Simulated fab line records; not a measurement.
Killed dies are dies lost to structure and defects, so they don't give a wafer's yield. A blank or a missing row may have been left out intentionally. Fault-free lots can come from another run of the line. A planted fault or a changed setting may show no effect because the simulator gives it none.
fab line records	flow n5Finfet
[record] lots = 10	wafers = 30	lastDay = 17
route steps=1938 shown BEOL_M4@1111 BEOL_M5@1173 PASSIVATION@1936
lots with no fault: from the same line, run without faults
startH: hours from the record's first day to the start of the lot's first wafer shown	waitH: how many hours have passed since the lot's step before this one	" same as the row above	L1.1+2: a single row standing in for several wafers	- no value present, or no start provided	* or withheld: withheld	< > ~ a bound
route shown NAME@n: names a module that has steps shown in the file, with the first one's number in the route	usual: mean/standard deviation of fault-free wafers	same: alike in all rows	chamber/n: place in a boat	sites: the reading at each site	_std_site: standard deviation across them	_edge_site: outer sites' mean less inner sites'	radiusMm: for every site, how far away it sits from the centre of the wafer	mask NAME#n: copy n	behind: the tool/chamber that last shaped the wafer	hold: cause of the lot's hold/its duration in hours/its outcome	device: transistor that didn't switch, given as n, p or np	end of line: tests of these same wafers at the route's end	for a step that has no rows: nothing shown but its recipe	killed: at the first sort, the dies lost to defects and structure; wafer yield is something else	map: dies across one wafer; x = killed, . = not, _ = none there
set.NAME: the setting as run; set.NAME@STEP: as run at that earlier step	model.NAME: the simulator's own value behind a step, which no gauge read
the route's steps for a sample of lots (tables are steps, rows are wafers)
services: the hour from which a tool's chamber was out of use, counted from the record's first day as startH (under 0 if before that day), plus the number of hours and why
[[steps]]
[step N5_BEOL_M4_RC_MEAS_101]
[usual] DIBL_N = 35.9/1.8	DIBL_P = 36.2/2	IOFF_N = 0.16/0.031	IOFF_P = 0.22/0.041	ION_N = 676/11	ION_P = 465/8.5	SS_N = 71.4/0.64	SS_P = 73.2/0.7	VT_N = 250/3.5	VT_P = -250/3.9
lot.wafer	tool	chamber	startH	waitH	DIBL_N[mV/V]	DIBL_P[mV/V]	IOFF_N[nA/um]	IOFF_P[nA/um]	ION_N[uA/um]	ION_P[uA/um]	SS_N[mV/dec]	SS_P[mV/dec]	VT_N[mV]	VT_P[mV]
L655.1	prober-02	0	172.36	0.0	35.3	37.7	0.15	0.21	681	472	70.8	73.5	250	-250
L655.3	"	0	"	"	34.0	35.3	0.13	0.18	657	456	70.9	73.1	253	-252
L655.5	"	0	"	"	35.9	37.8	0.16	0.22	688	467	70.8	73.5	251	-249
L658.2	prober-01	0	195.17	0.2	36.8	36.1	0.18	0.25	681	471	72.3	73.8	249	-244
L658.4	"	0	"	"	36.2	35.4	0.15	0.24	673	474	71.4	74.1	250	-245
L658.6	"	0	"	"	34.8	34.8	0.15	0.23	678	472	71.2	73.0	249	-247
L660.1	prober-02	0	203.17	0.0	36.7	36.8	0.15	0.18	670	456	70.9	73.6	252	-256
L660.3	"	0	"	"	38.2	39.8	0.19	0.24	684	464	71.9	73.7	248	-250
L660.5	"	0	"	"	37.1	37.2	0.15	0.20	666	458	70.8	73.7	251	-253
L664.1	prober-01	0	238.30	0.0	36.8	36.0	0.13	0.19	653	450	72.2	72.7	256	-252
L664.2	"	0	"	"	37.4	37.1	0.16	0.21	679	465	71.1	73.3	248	-253
L664.4	"	0	"	"	38.1	37.7	0.18	0.24	680	473	72.2	73.7	249	-250
L665.2	prober-01	0	242.24	0.2	36.9	35.8	0.16	0.21	675	461	72.6	73.1	249	-250
L665.3	"	0	"	"	35.8	34.5	0.14	0.19	665	453	71.9	73.6	251	-252
L665.5	"	0	"	"	37.7	36.8	0.17	0.23	680	463	71.8	73.5	249	-247
L668.2	prober-01	0	257.36	0.2	37.3	37.5	0.20	0.28	706	476	71.2	74.2	243	-247
L668.5	"	0	"	"	35.6	35.1	0.16	0.22	682	470	70.9	73.6	246	-251
L668.6	"	0	"	"	34.1	34.6	0.15	0.23	679	469	70.5	73.6	250	-245
L671.1	prober-01	0	269.86	0.0	37.3	38.5	0.21	0.24	689	464	72.4	74.3	245	-249
L671.3	"	0	"	"	36.9	37.9	0.20	0.23	689	468	71.9	74.2	244	-251
L671.5	"	0	"	"	38.6	39.0	0.22	0.24	691	463	71.9	74.4	246	-250
L672.1	prober-02	0	284.66	0.0	36.1	35.7	0.13	0.20	661	461	70.1	73.6	252	-250
L672.2	"	0	"	"	42.1	43.3	0.29	0.37	712	481	71.9	74.9	239	-239
L672.6	"	0	"	"	37.3	37.6	0.16	0.25	677	469	70.5	74.3	250	-246
L673.1	prober-01	0	290.67	0.0	38.3	40.2	0.22	0.28	679	470	72.5	74.3	247	-245
L673.4	"	0	"	"	38.3	39.0	0.20	0.26	685	476	72.2	73.0	246	-246
L673.5	"	0	"	"	37.5	37.9	0.18	0.24	678	464	72.2	73.7	248	-247
L674.1	prober-01	0	292.51	0.0	36.6	37.1	0.16	0.25	684	476	71.8	72.6	248	-247
L674.5	"	0	"	"	37.2	37.5	0.16	0.26	673	470	71.3	73.7	251	-247
L674.6	"	0	"	"	38.2	39.3	0.21	0.30	702	484	71.5	73.6	244	-246
[step N5_BEOL_M5_SURFACE_TREAT_87]
[recipe] gas = Ar	timeS = *	ionEnergyEv = *	ionCurrentMaCm2 = 0.5	pressureMtorr = *	arFlowSccm = 30
[usual] throttleValvePct = *
[same] timeS = *
lot.wafer	tool	chamber	startH	waitH	throttleValvePct
L655.1	pvdSputter-01	-	180.33	0.2	*
L655.3	"	-	"	"	*
L655.5	"	-	"	"	*
L658.2	pvdSputter-01	-	202.34	0.1	*
L658.4	"	-	"	"	*
L658.6	"	-	"	"	*
L660.1	pvdSputter-01	-	209.08	0.4	*
L660.3	"	-	"	"	*
L660.5	"	-	"	"	*
L664.1	pvdSputter-02	-	244.00	0.2	*
L664.2	"	-	"	"	*
L664.4	"	-	"	"	*
L665.2	pvdSputter-03	-	249.04	0.2	*
L665.3	"	-	"	"	*
L665.5	"	-	"	"	*
L668.2	pvdSputter-02	-	265.20	1.7	*
L668.5	"	-	"	"	*
L668.6	"	-	"	"	*
L671.1	pvdSputter-03	-	279.01	0.3	*
L671.3	"	-	"	"	*
L671.5	"	-	"	"	*
L672.1	pvdSputter-03	-	290.92	0.1	*
L672.2	"	-	"	"	*
L672.6	"	-	"	"	*
L674.1	pvdSputter-01	-	297.87	0.2	*
L674.5	"	-	"	"	*
L674.6	"	-	"	"	*
L673.1	pvdSputter-03	-	300.36	1.9	*
L673.4	"	-	"	"	*
L673.5	"	-	"	"	*
[step N5_BEOL_M5_ANNEAL_89]
[recipe] tempC = 400	timeS = 1800	ambient = vacuum
[usual] heaterPowerW = 847/97
[same] timeS = 1800
lot.wafer	tool	chamber	startH	waitH	heaterPowerW
L655.1	pvdSputter-01	-	183.91	0.0	862
L655.3	"	-	"	"	917
L655.5	"	-	"	"	885
L658.2	pvdSputter-01	-	205.91	0.0	869
L658.4	"	-	"	"	690
L658.6	"	-	"	"	992
L660.1	pvdSputter-02	-	212.78	0.0	762
L660.3	"	-	"	"	783
L660.5	"	-	"	"	778
L664.1	pvdSputter-02	-	247.64	0.0	655
L664.2	"	-	"	"	903
L664.4	"	-	"	"	785
L665.2	pvdSputter-02	-	252.65	0.0	667
L665.3	"	-	"	"	773
L665.5	"	-	"	"	803
L668.2	pvdSputter-01	-	268.89	0.0	955
L668.5	"	-	"	"	674
L668.6	"	-	"	"	955
L671.1	pvdSputter-03	-	282.97	0.0	892
L671.3	"	-	"	"	851
L671.5	"	-	"	"	938
L672.1	pvdSputter-03	-	295.90	0.0	902
L672.2	"	-	"	"	857
L672.6	"	-	"	"	832
L674.1	pvdSputter-01	-	301.55	0.0	950
L674.5	"	-	"	"	947
L674.6	"	-	"	"	898
L673.1	pvdSputter-02	-	303.99	0.0	658
L673.4	"	-	"	"	915
L673.5	"	-	"	"	806
[step N5_BEOL_M5_ANNEAL_51]
[recipe] tempC = 225	timeS = 90	ambient = N2
[usual] wafer_temp_C_max = 225.75/0.28
[same] timeS = 90
lot.wafer	tool	chamber	startH	waitH	wafer_temp_C_max
L655.1	rtpAnneal-01	0	186.20	1.1	225.78
L655.3	"	0	"	"	225.63
L655.5	"	0	"	"	225.56
L658.2	rtpAnneal-01	0	210.50	3.4	225.89
L658.4	"	0	"	"	225.70
L658.6	"	0	"	"	226.07
L660.1	rtpAnneal-01	0	217.18	3.3	225.61
L660.3	"	0	"	"	225.48
L660.5	"	0	"	"	225.64
L664.1	rtpAnneal-02	0	248.85	0.1	226.27
L664.2	"	0	"	"	226.38
L664.4	"	0	"	"	225.45
L665.2	rtpAnneal-02	0	253.90	0.1	226.69
L665.3	"	0	"	"	226.42
L665.5	"	0	"	"	225.81
L668.2	rtpAnneal-02	0	270.15	0.1	226.02
L668.5	"	0	"	"	226.04
L668.6	"	0	"	"	225.71
L671.1	rtpAnneal-02	0	284.18	0.1	226.28
L671.3	"	0	"	"	226.22
L671.5	"	0	"	"	225.73
L672.1	rtpAnneal-01	0	297.22	0.2	225.55
L672.2	"	0	"	"	225.84
L672.6	"	0	"	"	225.58
L674.1	rtpAnneal-02	0	302.76	0.1	226.14
L674.5	"	0	"	"	226.24
L674.6	"	0	"	"	226.36
L673.1	rtpAnneal-02	0	305.72	0.6	225.93
L673.4	"	0	"	"	226.09
L673.5	"	0	"	"	226.15
[step N5_BEOL_M5_DEP_56]
[recipe] material = SiCN	targetThkA = 80	tempC = withheld	precursor = 3MS/NH3	pressureTorr = 3	rfW = 202	timeS = 14
[usual] chamberPressureTorr = 3.000/0.006	rfFwdPowerW = 199.9/0.9	showerheadPlenumPTorr = 3.667/0.014	throttleValvePct = 8.9/0.56	timeS = 14/0
lot.wafer	tool	chamber	startH	waitH	chamberPressureTorr	rfFwdPowerW	showerheadPlenumPTorr	throttleValvePct	timeS
L655.1	pecvd-01	2	186.98	0.0	2.998	200.7	3.669	8.4	14
L655.3	"	1	"	"	2.992	197.7	3.642	8.9	14
L655.5	"	0	"	"	2.999	198.1	3.650	8.1	14
L658.2	pecvd-04	0	211.26	0.0	3.004	199.8	3.654	8.5	14
L658.4	"	1	"	"	2.998	199.8	3.673	9.3	14
L658.6	"	0	"	"	2.994	199.9	3.666	8.5	14
L660.1	pecvd-03	0	217.97	0.0	3.006	201.3	3.689	10.0	14
L660.3	"	2	"	"	2.997	200.4	3.662	8.9	14
L660.5	"	0	"	"	2.999	199.4	3.675	9.5	14
L664.1	pecvd-03	0	249.65	0.0	3.004	199.4	3.687	9.8	14
L664.2	"	1	"	"	2.997	199.1	3.675	8.5	14
L664.4	"	0	"	"	2.997	199.0	3.677	9.9	14
L665.2	pecvd-03	1	254.65	0.0	2.992	199.3	3.670	8.5	14
L665.3	"	0	"	"	3.003	200.8	3.684	10.2	14
L665.5	"	0	"	"	2.999	200.2	3.681	9.9	14
L668.2	pecvd-03	0	271.17	0.0	3.000	200.3	3.688	9.7	14
L668.5	"	0	"	"	3.006	200.4	3.690	10.0	14
L668.6	"	1	"	"	3.002	199.3	3.678	8.7	14
L671.1	pecvd-03	0	284.97	0.0	3.003	200.5	3.693	10.0	14
L671.3	"	2	"	"	3.008	200.5	3.648	9.1	14
L671.5	"	2	"	"	3.001	200.8	3.653	8.9	14
L672.1	pecvd-04	1	298.00	0.0	-	-	-	-	-
L672.2	"	2	"	"	-	-	-	-	-
L672.6	"	1	"	"	-	-	-	-	-
L674.1	pecvd-03	2	303.55	0.0	-	-	-	-	-
L674.5	"	1	"	"	-	-	-	-	-
L674.6	"	0	"	"	-	-	-	-	-
L673.1	pecvd-01	1	306.52	0.0	-	-	-	-	-
L673.4	"	2	"	"	-	-	-	-	-
L673.5	"	0	"	"	-	-	-	-	-
[step N5_PASSIVATION_PROBE_49]
[usual] defectLimitedYield = 91.3/1.3	killed_at_M0_to_M3 = 35/9.3	killed_at_M4_up = 14/5.2	killedAtContacts = 12/5.9	killedAtFrontEnd = 38/11	killedAtOther = 4/3.7	killedDies = 103/15	killedOnRim = 14/4	killedOpen = 67/12	killedShort = 34/8	sort_bin_5_function = 5.1/0.88	sort_bin_6_memory = 3.3/0.65	sort_bin_8_speed = 0.00/0.03	sortNPass = 1077/15	sortYieldPct = 91.3/1.3
[same] grossDies = 1180	killedAtBackSide = 0	sort_bin_4_leakage[%] = 0
lot.wafer	tool	chamber	startH	waitH	defectLimitedYield[%]	killed_at_M0_to_M3	killed_at_M4_up	killedAtContacts	killedAtFrontEnd	killedAtOther	killedDies	killedOnRim	killedOpen	killedShort	sort_bin_5_function[%]	sort_bin_6_memory[%]	sort_bin_8_speed[%]	sortNPass	sortYieldPct[%]
L655.1	prober-01	-	285.41	0.4	91.3	27	11	13	46	6	103	8	68	34	5.8	2.6	0	1077	91.3
L655.3	prober-01	-	285.51	0.5	92.2	39	10	14	21	8	92	9	61	29	4.7	2.6	0	1088	92.2
L655.5	prober-01	-	285.61	0.6	92.7	35	14	12	22	3	86	10	59	26	3.4	3.7	0	1094	92.7
L658.2	prober-01	-	309.49	0.1	91.8	40	13	14	30	0	97	14	57	39	5.0	3.0	0	1083	91.8
L658.4	prober-01	-	309.59	0.2	90.8	48	15	8	37	0	108	21	77	30	5.0	3.8	0	1072	90.8
L658.6	prober-01	-	309.69	0.3	90.2	61	14	10	30	1	116	12	79	37	5.1	4.0	0	1064	90.2
L660.1	prober-02	-	315.42	0.0	90.2	39	14	13	49	1	116	12	87	29	5.9	3.8	0	1064	90.2
L660.3	prober-02	-	315.52	0.1	89.9	27	18	9	64	1	119	18	82	35	5.7	4.2	0	1061	89.9
L660.5	prober-02	-	315.62	0.2	90.3	40	24	7	41	2	114	17	86	26	5.8	3.8	0	1066	90.3
L664.1	prober-02	-	348.10	0.0	90.3	36	12	14	42	11	115	20	80	32	5.0	4.2	0	1065	90.3
L664.2	prober-02	-	348.15	0.1	90.3	39	10	10	51	4	114	15	65	49	5.5	3.9	0	1066	90.3
L664.4	prober-02	-	348.25	0.2	88.8	24	18	27	42	21	132	22	81	49	6.4	4.2	0	1048	88.8
L665.2	prober-02	-	361.33	0.1	88.6	42	14	6	63	10	135	18	91	43	7.9	3.4	0	1045	88.6
L665.3	prober-02	-	361.38	0.1	89.2	40	25	8	46	9	128	22	77	45	6.7	3.7	0	1052	89.2
L665.5	prober-02	-	361.48	0.2	90.1	38	9	5	55	10	117	14	79	37	6.0	3.6	0	1063	90.1
L668.2	prober-02	-	380.65	0.1	91.4	30	15	20	31	5	101	11	66	34	4.8	3.2	0.08	1079	91.4
L668.5	prober-02	-	380.80	0.2	88.1	52	20	11	56	2	141	19	93	46	6.7	4.7	0	1039	88.1
L668.6	prober-02	-	380.85	0.3	90.6	42	9	10	44	6	111	18	65	44	6.4	2.8	0	1069	90.6
L671.1	prober-01	-	384.54	0.0	91.9	49	6	8	30	2	95	12	46	47	4.3	3.6	0	1085	91.9
L671.3	prober-01	-	384.64	0.1	91.4	19	19	15	42	7	102	11	57	41	4.8	3.3	0	1078	91.4
L671.5	prober-01	-	384.74	0.2	91.6	24	7	19	44	5	99	14	58	41	5.5	2.2	0	1081	91.6
L672.1	prober-02	-	394.32	0.0	0	33	1080	14	45	8	1180	152	81	33	96.0	3.7	0	0	0
L672.2	prober-02	-	394.37	0.1	0	30	1081	14	50	5	1180	152	75	34	95.7	3.8	0	0	0
L672.6	prober-02	-	394.57	0.3	0	42	1080	12	39	7	1180	152	88	28	96.3	3.4	0	0	0
L674.1	prober-01	-	397.83	0.0	0	34	1081	11	40	14	1180	152	72	34	96.3	3.4	0	0	0
L674.5	prober-01	-	398.03	0.2	0	25	1095	26	30	4	1180	152	71	28	96.9	2.6	0	0	0
L674.6	prober-01	-	398.08	0.3	0	31	1092	15	35	7	1180	152	59	37	96.6	3.2	0	0	0
L673.1	prober-02	-	399.63	0.6	0	26	1104	13	34	3	1180	152	50	41	96.5	3.1	0	0	0
L673.4	prober-02	-	399.78	0.7	0	36	1086	8	47	3	1180	152	62	48	96.5	3.2	0	0	0
L673.5	prober-02	-	399.83	0.8	0	39	1075	9	57	0	1180	152	66	51	95.3	4.4	0	0	0
// killed by level:class
L655.1 BEOL_M3:geometricParticle:open=14 STI_FIN_REVEAL:geometricParticle:open=13 MOL_CONTACT_COAG:geometricParticle:open=10 BEOL_M0_SAQP:geometricParticle:short=6 STARTING-WAFER:geometricParticle:short=6 FIN_SAQP:geometricParticle:open=4 STARTING-WAFER:geometricParticle:open=4 BEOL_M0_SAQP:geometricParticle:open=4
L655.3 BEOL_M0_SAQP:geometricParticle:open=12 MOL_CONTACT_COAG:geometricParticle:open=10 BEOL_M3:geometricParticle:open=9 BEOL_M0_SAQP:geometricParticle:short=9 DUMMY_GATE:geometricParticle:open=5 BEOL_M1:geometricParticle:open=5 MOL_CONTACT_COAG:geometricParticle:short=4 FIN_SAQP:geometricParticle:short=3
L655.5 BEOL_M0_SAQP:geometricParticle:open=12 MOL_CONTACT_COAG:geometricParticle:open=11 BEOL_M3:geometricParticle:open=7 STI_FIN_REVEAL:geometricParticle:open=5 BEOL_M0_SAQP:geometricParticle:short=5 BEOL_M3:geometricParticle:short=5 DUMMY_GATE:geometricParticle:open=4 BEOL_M4:geometricParticle:open=4
L658.2 BEOL_M3:geometricParticle:open=11 MOL_CONTACT_COAG:geometricParticle:open=10 BEOL_M0_SAQP:geometricParticle:open=9 BEOL_M0_SAQP:geometricParticle:short=8 FIN_SAQP:geometricParticle:short=7 FIN_SAQP:geometricParticle:open=7 BEOL_M4:geometricParticle:open=5 MOL_CONTACT_COAG:geometricParticle:short=4
L658.4 BEOL_M0_SAQP:geometricParticle:open=15 FIN_SAQP:geometricParticle:open=13 BEOL_M2:geometricParticle:open=12 FIN_SAQP:geometricParticle:short=11 BEOL_M4:geometricParticle:open=9 MOL_CONTACT_COAG:geometricParticle:open=7 BEOL_M0_SAQP:geometricParticle:short=7 BEOL_M3:geometricParticle:open=6
L658.6 BEOL_M0_SAQP:geometricParticle:open=19 FIN_SAQP:geometricParticle:open=13 BEOL_M0_SAQP:geometricParticle:short=12 BEOL_M3:geometricParticle:open=10 BEOL_M2:geometricParticle:open=8 FIN_SAQP:geometricParticle:short=7 MOL_CONTACT_COAG:geometricParticle:open=7 BEOL_M4:geometricParticle:open=6
L660.1 STI_FIN_REVEAL:geometricParticle:open=15 FIN_SAQP:geometricParticle:open=11 MOL_CONTACT_COAG:geometricParticle:open=11 BEOL_M0_SAQP:geometricParticle:short=11 BEOL_M0_SAQP:geometricParticle:open=7 BEOL_M1:geometricParticle:open=6 BEOL_M3:geometricParticle:open=6 FIN_SAQP:geometricParticle:short=5
L660.3 FIN_SAQP:geometricParticle:open=14 STI_FIN_REVEAL:geometricParticle:open=12 BEOL_M4:geometricParticle:open=8 MOL_CONTACT_COAG:geometricParticle:open=7 GATE_CUT:geometricParticle:open=7 FIN_SAQP:geometricParticle:short=6 BEOL_M0_SAQP:geometricParticle:open=6 STI_FIN_REVEAL:geometricParticle:short=5
L660.5 FIN_SAQP:geometricParticle:open=10 BEOL_M0_SAQP:geometricParticle:open=10 FIN_SAQP:geometricParticle:short=9 BEOL_M3:geometricParticle:open=9 STI_FIN_REVEAL:geometricParticle:open=8 BEOL_M4:geometricParticle:open=8 MOL_CONTACT_COAG:geometricParticle:open=7 BEOL_M2:geometricParticle:open=7
L664.1 FIN_SAQP:geometricParticle:open=13 MOL_CONTACT_COAG:geometricParticle:open=13 BEOL_M1:geometricParticle:open=10 BEOL_M0_SAQP:geometricParticle:open=8 BEOL_M0_SAQP:geometricParticle:short=7 GATE_CUT:geometricParticle:open=6 BEOL_M4:geometricParticle:open=6 BEOL_M3:geometricParticle:open=5
L664.2 FIN_SAQP:geometricParticle:short=20 BEOL_M0_SAQP:geometricParticle:short=14 BEOL_M2:geometricParticle:open=9 FIN_SAQP:geometricParticle:open=8 BEOL_M0_SAQP:geometricParticle:open=8 MOL_CONTACT_COAG:geometricParticle:open=7 STI_FIN_REVEAL:geometricParticle:open=6 GATE_CUT:geometricParticle:open=5
L664.4 MOL_CONTACT_COAG:geometricParticle:open=19 FIN_SAQP:geometricParticle:open=9 MIM_TOP_ETCH:geometricParticle:short=9 GATE_CUT:geometricParticle:short=8 MOL_CONTACT_COAG:geometricParticle:short=8 GATE_CUT:geometricParticle:open=7 FIN_SAQP:geometricParticle:short=6 BEOL_M0:geometricParticle:open=6
L665.2 FIN_SAQP:geometricParticle:open=20 STI_FIN_REVEAL:geometricParticle:open=16 FIN_SAQP:geometricParticle:short=10 BEOL_M0_SAQP:geometricParticle:open=9 BEOL_M1:geometricParticle:open=8 BEOL_M0_SAQP:geometricParticle:short=6 BEOL_M4:geometricParticle:open=6 MOL_CONTACT_COAG:geometricParticle:open=5
L665.3 FIN_SAQP:geometricParticle:short=13 BEOL_M0_SAQP:geometricParticle:short=12 BEOL_M5:geometricParticle:open=10 BEOL_M0_SAQP:geometricParticle:open=9 FIN_SAQP:geometricParticle:open=8 STI_FIN_REVEAL:geometricParticle:open=8 BEOL_M4:geometricParticle:open=7 BEOL_M0:geometricParticle:open=7
L665.5 STI_FIN_REVEAL:geometricParticle:open=17 FIN_SAQP:geometricParticle:open=12 BEOL_M0:geometricParticle:open=10 FIN_SAQP:geometricParticle:short=8 BEOL_M0_SAQP:geometricParticle:short=8 BEOL_M1:geometricParticle:open=8 GATE_CUT:geometricParticle:short=6 BEOL_M3:geometricParticle:open=5
L668.2 MOL_CONTACT_COAG:geometricParticle:open=13 FIN_SAQP:geometricParticle:open=9 MOL_CONTACT_COAG:geometricParticle:short=7 BEOL_M0_SAQP:geometricParticle:open=7 BEOL_M4:geometricParticle:open=7 FIN_SAQP:geometricParticle:short=6 BEOL_M2:geometricParticle:open=6 BEOL_M0_SAQP:geometricParticle:short=4
L668.5 FIN_SAQP:geometricParticle:open=21 BEOL_M1:geometricParticle:open=16 BEOL_M0_SAQP:geometricParticle:open=11 MOL_CONTACT_COAG:geometricParticle:open=10 FIN_SAQP:geometricParticle:short=9 BEOL_M4:geometricParticle:open=9 STI_FIN_REVEAL:geometricParticle:open=9 BEOL_M0_SAQP:geometricParticle:short=8
L668.6 BEOL_M0_SAQP:geometricParticle:short=13 STI_FIN_REVEAL:geometricParticle:open=11 BEOL_M0_SAQP:geometricParticle:open=10 FIN_SAQP:geometricParticle:open=9 BEOL_M1:geometricParticle:open=8 FIN_SAQP:geometricParticle:short=7 MOL_CONTACT_COAG:geometricParticle:open=7 BEOL_M3:geometricParticle:open=5
L671.1 FIN_SAQP:geometricParticle:short=16 BEOL_M0_SAQP:geometricParticle:open=13 BEOL_M0_SAQP:geometricParticle:short=11 BEOL_M1:geometricParticle:short=7 MOL_CONTACT_COAG:geometricParticle:open=6 BEOL_M1:geometricParticle:open=6 BEOL_M2:geometricParticle:open=5 FIN_SAQP:geometricParticle:open=4
L671.3 MOL_CONTACT_COAG:geometricParticle:open=14 FIN_SAQP:geometricParticle:short=10 BEOL_M0_SAQP:geometricParticle:open=7 BEOL_M4:geometricParticle:open=6 GATE_CUT:geometricParticle:short=6 BEOL_M0_SAQP:geometricParticle:short=4 BEOL_M4:geometricParticle:short=4 STARTING-WAFER:geometricParticle:short=4
L671.5 MOL_CONTACT_COAG:geometricParticle:open=17 FIN_SAQP:geometricParticle:open=15 FIN_SAQP:geometricParticle:short=9 BEOL_M1:geometricParticle:open=7 BEOL_M0_SAQP:geometricParticle:short=6 GATE_CUT:geometricParticle:open=6 BEOL_M0_SAQP:geometricParticle:open=6 GATE_CUT:geometricParticle:short=5
L672.1 BEOL_M5:areaDep=1066 MOL_CONTACT_COAG:geometricParticle:open=10 FIN_SAQP:geometricParticle:open=9 STI_FIN_REVEAL:geometricParticle:open=9 DUMMY_GATE:geometricParticle:open=9 BEOL_M0:geometricParticle:open=8 BEOL_M0_SAQP:geometricParticle:open=6 BEOL_M2:geometricParticle:open=5
L672.2 BEOL_M5:areaDep=1070 STI_FIN_REVEAL:geometricParticle:open=16 MOL_CONTACT_COAG:geometricParticle:open=10 BEOL_M2:geometricParticle:open=10 DUMMY_GATE:geometricParticle:open=8 FIN_SAQP:geometricParticle:short=6 BEOL_M5:geometricParticle:open=5 GATE_CUT:geometricParticle:short=4
L672.6 BEOL_M5:areaDep=1061 BEOL_M0_SAQP:geometricParticle:open=14 DUMMY_GATE:geometricParticle:open=11 MOL_CONTACT_COAG:geometricParticle:open=10 STI_FIN_REVEAL:geometricParticle:open=8 BEOL_M5:geometricParticle:open=7 FIN_SAQP:geometricParticle:open=6 BEOL_M2:geometricParticle:open=6
L674.1 BEOL_M5:areaDep=1073 MOL_CONTACT_COAG:geometricParticle:open=11 BEOL_M3:geometricParticle:open=10 STI_FIN_REVEAL:geometricParticle:open=8 GATE_CUT:geometricParticle:short=6 BEOL_M0_SAQP:geometricParticle:short=6 BEOL_M0_SAQP:geometricParticle:open=6 DUMMY_GATE:geometricParticle:open=5
L674.5 BEOL_M5:areaDep=1081 MOL_CONTACT_COAG:geometricParticle:open=19 BEOL_M3:geometricParticle:open=11 MOL_CONTACT_COAG:geometricParticle:short=7 BEOL_M4:geometricParticle:open=6 STI_FIN_REVEAL:geometricParticle:open=5 BEOL_M2:geometricParticle:open=5 FIN_SAQP:geometricParticle:open=4
L674.6 BEOL_M5:areaDep=1083 MOL_CONTACT_COAG:geometricParticle:open=12 BEOL_M0_SAQP:geometricParticle:short=9 FIN_SAQP:geometricParticle:open=7 BEOL_M0_SAQP:geometricParticle:open=7 DUMMY_GATE:geometricParticle:open=5 DUMMY_GATE:geometricParticle:short=4 GATE_CUT:geometricParticle:short=4
L673.1 BEOL_M5:areaDep=1089 BEOL_M0_SAQP:geometricParticle:short=11 FIN_SAQP:geometricParticle:open=10 MOL_CONTACT_COAG:geometricParticle:open=10 FIN_SAQP:geometricParticle:short=6 GATE_CUT:geometricParticle:short=5 BEOL_M0_SAQP:geometricParticle:open=5 BEOL_M4:geometricParticle:short=5
L673.4 BEOL_M5:areaDep=1070 BEOL_M4:geometricParticle:open=13 BEOL_M0_SAQP:geometricParticle:short=12 FIN_SAQP:geometricParticle:short=10 GATE_CUT:geometricParticle:short=10 BEOL_M2:geometricParticle:open=9 GATE_CUT:geometricParticle:open=7 MOL_CONTACT_COAG:geometricParticle:open=6
L673.5 BEOL_M5:areaDep=1062 FIN_SAQP:geometricParticle:short=19 BEOL_M0_SAQP:geometricParticle:open=14 BEOL_M0_SAQP:geometricParticle:short=12 STI_FIN_REVEAL:geometricParticle:open=9 FIN_SAQP:geometricParticle:open=7 MOL_CONTACT_COAG:geometricParticle:open=7 BEOL_M3:geometricParticle:open=6
[[services]]
tool	chamber	startH	hours	kind
pecvd-01	0	161.23	2.1	scheduledDown
pecvd-01	1	163.36	2.1	scheduledDown
pecvd-03	-	166.28	2.5	repair
rtpAnneal-02	-	172.88	68.0	pm
pecvd-01	2	176.43	2.1	scheduledDown
pecvd-04	1	177.27	5.5	scheduledDown
pecvd-04	-	180.72	0.2	repair
pecvd-04	2	194.24	5.5	scheduledDown
pecvd-04	2	205.86	5.5	scheduledDown
pecvd-01	2	208.98	16.5	scheduledDown
pecvd-04	0	229.33	-	calibration
pecvd-03	2	239.01	5.5	scheduledDown
pvdSputter-03	-	254.06	7.5	repair
[[key]]
[firstSign] step = N5_BEOL_M5_DEP_56	reading = toolRecord	direction = missing
[effect] step = N5_PASSIVATION_PROBE_49	reading = killed_at_M4_up	direction = up	sigmas = 99+	usual = 14	struck = 1086
[moreKillsBornAt] N5_BEOL_M5_DEP_56@pecvd-03 = 3237	N5_BEOL_M5_DEP_56@pecvd-01 = 3221	N5_BEOL_M5_DEP_56@pecvd-04 = 3197
metAt N5_BEOL_M5_DEP_56
struckLots L672,L673,L674
laterRowsLeftOut L672.1,L672.2,L672.6,L673.1,L673.4,L673.5,L674.1,L674.5,L674.6
notActingAt N5_BEOL_M5_SURFACE_TREAT_87,N5_BEOL_M5_ANNEAL_89,N5_BEOL_M5_ANNEAL_51
onsetBetween 284.97 298.00
[fault] kind = skippedStepWhole	tool = pecvd-01,pecvd-03,pecvd-04	chamber = -	onsetH = 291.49	steps = N5_BEOL_M5_DEP_56	scope = struckLotsOnly
// laterRowsLeftOut: the simulator's readings of these wafers behind a module that went badly wrong aren't trusted and aren't shown, but for the sort
